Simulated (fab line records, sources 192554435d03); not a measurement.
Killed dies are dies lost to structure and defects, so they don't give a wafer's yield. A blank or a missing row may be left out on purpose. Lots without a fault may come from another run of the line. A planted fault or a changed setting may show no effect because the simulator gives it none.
fab line records | flow n5_finfet
record lots=11 wafers=33 last_day=17
route steps=1938 shown MIM_BOT@1833 MIM_TOP_ETCH@1851 PAD_METAL@1895 PASSIVATION@1909
lots that met no fault: from a run of the same line without faults
start_h: hours from the record's first day to the start of the lot's first wafer shown | wait_h: hours since the lot's step before | " the same as in the row above | L1.1+2: a row that stands for several wafers | - no value, or no start given | * or withheld: withheld | < > ~ a bound
route shown NAME@n: a module of which the file shows steps, and the number in the route of the first | usual: mean/standard deviation of fault-free wafers | same: alike in all rows | chamber/n: place in a boat | sites: the reading at each site | _std_site: their standard deviation | _edge_site: outer sites' mean less inner sites' | radius_mm: how far each site lies from the wafer's centre | mask NAME#n: copy n | behind: the tool/chamber that last shaped the wafer | hold: why the lot was held/for how many hours/how that ended | device: the transistor (n, p or np) that didn't switch | end of line: the same wafers' tests at the end of the route | a step without rows: its recipe alone | killed: dies lost to structure and defects at the first sort, not the wafer's yield | map: a wafer's dies, x killed, . not, _ none there
set.NAME: the setting as run; set.NAME@STEP: as run at that earlier step | model.NAME: the simulator's own value behind a step, which no gauge read
steps of the route over a sample of lots; a table a step, a row a wafer
services: from which hour (start_h, from the record's first day; less than 0 if before it) a tool's chamber was out of use, for how many hours, and why
## steps
# step N5_MIM_BOT_SPUTTER_00
# recipe material=TiN target_thk_a=350 temp_c=200 power_w=3000 chamber_pressure_pa=0.49996 gas=Ar reactive_partial_pa=0.37997 time_s=89.7
# usual susceptor_temp_C=199.99/0.16 throttle_valve_pct=29.7/1.1
# columns lot.wafer tool chamber start_h wait_h susceptor_temp_C throttle_valve_pct
L596.1 pvd_sputter-03 - 253.50 0.0 200.07 29.0
L596.3 " - " " 199.80 29.5
L596.6 " - " " 200.19 29.1
L597.1 pvd_sputter-02 - 275.34 0.0 200.21 30.1
L597.4 " - " " 199.83 29.2
L597.5 " - " " 200.07 30.0
L600.1 pvd_sputter-02 - 280.72 0.0 200.31 29.2
L600.5 " - " " 199.82 30.6
L600.6 " - " " 199.98 29.0
L598.4 pvd_sputter-03 - 280.80 0.0 200.39 29.0
L598.5 " - " " 200.05 30.1
L598.6 " - " " 199.83 27.6
L601.1 pvd_sputter-01 - 292.19 0.0 200.06 28.0
L601.4 " - " " 200.07 30.2
L601.5 " - " " 200.08 28.3
L602.3 pvd_sputter-03 - 301.39 0.0 199.99 29.2
L602.4 " - " " 200.08 29.9
L602.5 " - " " 199.79 27.4
L605.2 pvd_sputter-01 - 314.03 0.0 199.78 30.2
L605.3 " - " " 200.25 30.7
L605.5 " - " " 199.83 31.8
L614.1 pvd_sputter-01 - 364.68 0.0 199.93 28.2
L614.2 " - " " 200.30 30.6
L614.3 " - " " 200.24 31.9
L619.3 pvd_sputter-03 - 388.48 0.0 199.85 29.7
L619.4 " - " " 199.80 29.2
L619.5 " - " " 200.02 27.4
L617.2 pvd_sputter-01 - 393.51 0.0 200.11 32.0
L617.5 " - " " 199.99 30.3
L617.6 " - " " 200.07 30.6
L616.1 pvd_sputter-03 - 393.87 0.0 199.93 27.4
L616.4 " - " " 200.26 29.0
L616.5 " - " " 199.97 27.3
# step N5_MIM_TOP_ETCH_ETCH_00
# recipe chemistry=Cl2/BCl3 target=TiN target_depth_a=385 ion_energy_ev=150 pressure_mtorr=10 icp_w=1000 bias_w=126 Cl2_flow_sccm=53.25 bcl3_flow_sccm=21.75 Ar_flow_sccm=25
# usual drypump_motor_current_A=5.9/0.35 mfc_cl2_sccm=53.26/0.16 oes_product_au=0.80/0.1 throttle_valve_pct=22.84/0.23
# columns lot.wafer tool chamber start_h wait_h drypump_motor_current_A mfc_cl2_sccm oes_product_au rf_hours_counter_h throttle_valve_pct
L596.1 rie_metal-01 1 257.63 0.1 6.4 53.19 0.73 64 23.13
L596.3 " 1 " " 6.4 53.25 0.73 - 23.13
L596.6 " 1 " " 6.3 53.29 0.73 - 23.12
L597.1 rie_metal-01 0 277.11 0.1 5.3 53.23 0.98 1 22.80
L597.4 " 1 " " 6.4 53.48 0.73 - 23.15
L597.5 " 0 " " 5.3 53.21 0.97 - 22.81
L600.1 rie_metal-03 1 284.29 0.1 6.0 53.36 0.97 2 22.97
L600.5 " 0 " " 5.9 53.36 0.80 - 22.65
L600.6 " 1 " " 6.0 53.25 0.97 - 22.96
L598.4 rie_metal-03 0 284.47 0.1 6.0 52.98 0.80 - 22.65
L598.5 " 1 " " 6.0 53.03 0.96 - 22.96
L598.6 " 0 " " 6.0 53.21 0.80 - 22.66
L601.1 rie_metal-01 1 294.28 0.1 6.3 53.29 0.73 69 23.15
L601.4 " 1 " " 6.3 53.16 0.71 - 23.14
L601.5 " 1 " " 6.3 53.15 0.72 - 23.14
L602.3 rie_metal-03 1 304.71 0.1 6.0 53.59 0.96 - 22.96
L602.4 " 0 " " 5.9 53.10 0.80 - 22.65
L602.5 " 0 " " 6.0 53.06 0.80 - 22.63
L605.2 rie_metal-01 0 315.67 0.1 5.3 53.03 0.94 4 22.82
L605.3 " 0 " " 5.3 53.16 0.94 - 22.80
L605.5 " 0 " " 5.3 53.09 0.94 - 22.80
L614.1 rie_metal-01 0 366.15 0.1 5.3 53.30 0.91 8 22.81
L614.2 " 1 " " 6.3 53.35 0.72 74 23.14
L614.3 " 0 " " 5.3 53.17 0.92 - 22.81
L619.3 rie_metal-02 1 391.29 0.1 5.9 53.29 0.69 - 22.92
L619.4 " 0 " " 5.4 53.39 0.71 - 22.44
L619.5 " 0 " " 5.4 53.32 0.71 - 22.45
L617.2 rie_metal-01 1 396.18 0.1 6.4 53.25 0.71 77 23.15
L617.5 " 1 " " 6.4 53.25 0.72 - 23.16
L617.6 " 0 " " 5.3 53.49 0.90 - 22.82
L616.1 rie_metal-02 1 396.50 0.1 6.0 53.51 0.70 92 22.95
L616.4 " 0 " " 5.4 53.45 0.72 - 22.44
L616.5 " 0 " " 5.4 53.27 0.72 - 22.43
# step N5_PASSIVATION_SPUTTER_20
# recipe material=TaN target_thk_a=500 temp_c=25 chamber_pressure_pa=0.4
# usual susceptor_temp_C=24.99/0.11 throttle_valve_pct=29.7/1.1
# columns lot.wafer tool chamber start_h wait_h susceptor_temp_C throttle_valve_pct
L596.1 pvd_sputter-02 - 261.25 0.0 24.98 30.0
L596.3 " - " " 24.83 29.0
L596.6 " - " " 25.06 30.1
L597.1 pvd_sputter-03 - 281.14 0.0 25.06 27.6
L597.4 " - " " 24.87 29.3
L597.5 " - " " 24.98 28.8
L600.1 pvd_sputter-03 - 287.64 0.0 24.97 29.4
L600.5 " - " " 24.98 29.1
L600.6 " - " " 24.91 29.5
L598.4 pvd_sputter-02 - 287.68 0.0 24.70 30.0
L598.5 " - " " 25.02 30.7
L598.6 " - " " 25.01 29.8
L601.1 pvd_sputter-03 - 300.31 0.0 25.09 29.2
L601.4 " - " " 25.17 30.0
L601.5 " - " " 25.07 29.8
L602.3 pvd_sputter-03 - 308.04 0.0 24.95 27.9
L602.4 " - " " 25.06 30.2
L602.5 " - " " 24.90 28.9
L605.2 pvd_sputter-01 - 320.02 0.0 25.14 30.6
L605.3 " - " " 25.00 31.8
L605.5 " - " " 25.09 30.2
L614.1 pvd_sputter-01 - 371.34 0.0 24.98 28.4
L614.2 " - " " 24.91 30.3
L614.3 " - " " 25.00 31.7
L619.3 pvd_sputter-01 - 396.57 0.0 24.96 30.3
L619.4 " - " " 24.79 28.1
L619.5 " - " " 24.88 31.9
L616.1 pvd_sputter-01 - 401.36 0.0 24.97 31.6
L616.4 " - " " 24.94 28.3
L616.5 " - " " 24.95 31.7
L617.2 pvd_sputter-02 - 401.40 0.0 25.10 29.2
L617.5 " - " " 25.09 29.3
L617.6 " - " " 25.32 30.2
# step N5_PASSIVATION_AL_ETCH_33
# recipe chemistry=Cl2/BCl3 target_depth_a=28000 over_etch_frac=0.15 Cl2_flow_sccm=180 bcl3_flow_sccm=60 target=Al stop_on=TaN time_s=466.7 ion_energy_ev=100 pressure_mtorr=10 icp_w=900 bias_w=100
# usual drypump_motor_current_A=5.9/0.34 mfc_cl2_sccm=180.0/0.54 oes_product_au=0.71/0.083 throttle_valve_pct=34.5/0.35
# columns lot.wafer tool chamber start_h wait_h drypump_motor_current_A mfc_cl2_sccm oes_product_au rf_hours_counter_h throttle_valve_pct
L596.1 rie_metal-01 1 262.12 0.1 6.4 179.9 0.65 65 35.0
L596.3 " 1 " " 6.3 180.4 0.66 - 34.9
L596.6 " 1 " " 6.4 181.2 0.65 - 35.0
L597.1 rie_metal-01 0 281.88 0.1 5.3 180.4 0.88 1 34.6
L597.4 " 0 " " 5.3 180.2 0.90 - 34.6
L597.5 " 1 " " 6.4 180.3 0.67 - 34.9
L600.1 rie_metal-03 1 288.56 0.1 5.9 179.7 0.87 3 34.7
L600.5 " 0 " " 6.0 179.7 0.74 - 34.1
L600.6 " 1 " " 5.9 179.6 0.87 - 34.7
L598.4 rie_metal-02 1 288.84 0.2 6.0 179.9 0.63 - 34.7
L598.5 " 1 " " 6.0 179.6 0.62 - 34.7
L598.6 " 0 " " 5.4 180.2 0.66 - 34.0
L601.1 rie_metal-02 1 301.23 0.1 6.0 180.4 0.63 83 34.7
L601.4 " 1 " " 6.0 179.4 0.63 - 34.7
L601.5 " 1 " " 6.0 179.7 0.63 - 34.7
L602.3 rie_metal-02 1 308.97 0.2 6.0 180.0 0.63 - 34.7
L602.4 " 0 " " 5.4 179.8 0.66 - 34.0
L602.5 " 0 " " 5.4 180.1 0.67 - 33.9
L605.2 rie_metal-03 0 320.80 0.1 6.0 180.0 0.72 39 34.1
L605.3 " 1 " " 6.0 181.0 0.83 - 34.7
L605.5 " 1 " " 6.0 180.4 0.84 - 34.7
L614.1 rie_metal-01 0 372.30 0.1 5.3 180.3 0.81 9 34.7
L614.2 " 1 " " 6.3 179.6 0.64 75 35.0
L614.3 " 0 " " 5.3 180.1 0.81 - 34.7
L619.3 rie_metal-01 0 398.73 0.2 5.3 179.8 0.81 - 34.6
L619.4 " 1 " " 6.4 179.7 0.64 - 34.9
L619.5 " 0 " " 5.3 180.8 0.80 - 34.7
L616.1 rie_metal-01 1 405.39 0.1 6.3 180.0 0.63 78 35.0
L616.4 " 0 " " 5.3 180.5 0.80 - 34.7
L616.5 " 1 " " 6.3 180.0 0.63 - 35.0
L617.2 rie_metal-03 0 405.46 0.1 6.0 180.2 0.69 47 34.1
L617.5 " 1 " " 5.9 180.5 0.79 - 34.8
L617.6 " 0 " " 6.0 180.8 0.69 - 34.2
# step N5_PASSIVATION_PROBE_49
# usual defect_limited_yield=91.3/1.5 killed_at_M0_to_M3=35/8.7 killed_at_M4_up=14/5.5 killed_at_contacts=11/5.6 killed_at_front_end=39/13 killed_at_other=3.7/2.2 killed_dies=103/18 killed_open=69/14 killed_short=33/7.8 sort_bin_4_leakage=0.02/0.15 sort_bin_5_function=5.1/0.99 sort_bin_6_memory=3.3/0.67 sort_bin_8_speed=0.02/0.17 sort_n_pass=1077/18 sort_yield_pct=91.2/1.5
# same gross_dies=1180 killed_at_back_side=0
# columns lot.wafer tool chamber start_h wait_h defect_limited_yield[%] killed_at_M0_to_M3 killed_at_M4_up killed_at_contacts killed_at_front_end killed_at_other killed_dies killed_open killed_short sort_bin_4_leakage[%] sort_bin_5_function[%] sort_bin_6_memory[%] sort_bin_8_speed[%] sort_n_pass sort_yield_pct[%]
L602.3 prober-02 - 313.95 0.1 89.7 47 10 6 49 10 122 79 35 0 6.1 3.3 0 1058 89.7
L602.4 prober-02 - 314.00 0.2 91.9 39 8 12 32 5 96 57 38 0 4.5 3.2 0 1084 91.9
L602.5 prober-02 - 314.05 0.2 91.8 47 12 2 21 15 97 60 30 0 4.6 2.9 0 1083 91.8
# killed by level:class
L602.3 BEOL_M1:geometric_particle:open=23 FIN_SAQP:geometric_particle:short=12 STI_FIN_REVEAL:geometric_particle:open=12 BEOL_M3:geometric_particle:open=8 PAD_METAL:area_sputter=8 FIN_SAQP:geometric_particle:open=7 MOL_CONTACT_COAG:geometric_particle:open=6 DUMMY_GATE:geometric_particle:open=5
L602.4 BEOL_M0_SAQP:geometric_particle:short=10 MOL_CONTACT_COAG:geometric_particle:open=10 FIN_SAQP:geometric_particle:short=9 BEOL_M1:geometric_particle:open=8 FIN_SAQP:geometric_particle:open=6 BEOL_M0_SAQP:geometric_particle:open=5 BEOL_M1:geometric_particle:short=5 STI_FIN_REVEAL:geometric_particle:open=4
L602.5 BEOL_M1:geometric_particle:open=17 BEOL_M0_SAQP:geometric_particle:short=9 BEOL_M4:geometric_particle:open=9 PAD_METAL:area_sputter=7 BEOL_M3:geometric_particle:open=6 BEOL_M2:geometric_particle:open=4 PAD_METAL:geometric_particle:short=4 FIN_SAQP:geometric_particle:open=3
## services
# columns tool chamber start_h hours kind
rie_metal-03 1 242.06 - clean
rie_metal-03 1 242.06 17.2 scheduled_down
rie_metal-03 1 242.06 17.2 vent_cycle
rie_metal-01 0 246.93 - clean
rie_metal-01 0 246.93 16.7 scheduled_down
rie_metal-01 0 246.93 16.7 vent_cycle
rie_metal-02 - 250.83 14.6 pm
pvd_sputter-03 - 277.53 2.1 repair
rie_metal-01 - 290.14 2.8 pm
rie_metal-01 - 364.20 0.3 repair
pvd_sputter-02 - 395.03 1.1 repair
## key
first_sign step=N5_PASSIVATION_PROBE_49 reading=killed_at_other direction=up sigmas=2.9 usual=3.7 struck=10 wafers_moved=2
effect none on later readings
met_at N5_PASSIVATION_SPUTTER_20
struck_lots L602
not_acting_at N5_MIM_BOT_SPUTTER_00,N5_MIM_TOP_ETCH_ETCH_00,N5_PASSIVATION_AL_ETCH_33
onset_between 300.31 308.04
fault kind=site_profile_drift tool=pvd_sputter-03 chamber=- onset_h=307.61 steps=N5_PASSIVATION_SPUTTER_20 basis=fraction max_abs_drift=0.4958 slope_share_per_hr=110.18 site_pattern=0,0,0,0,0,-1,-1,-1,-1
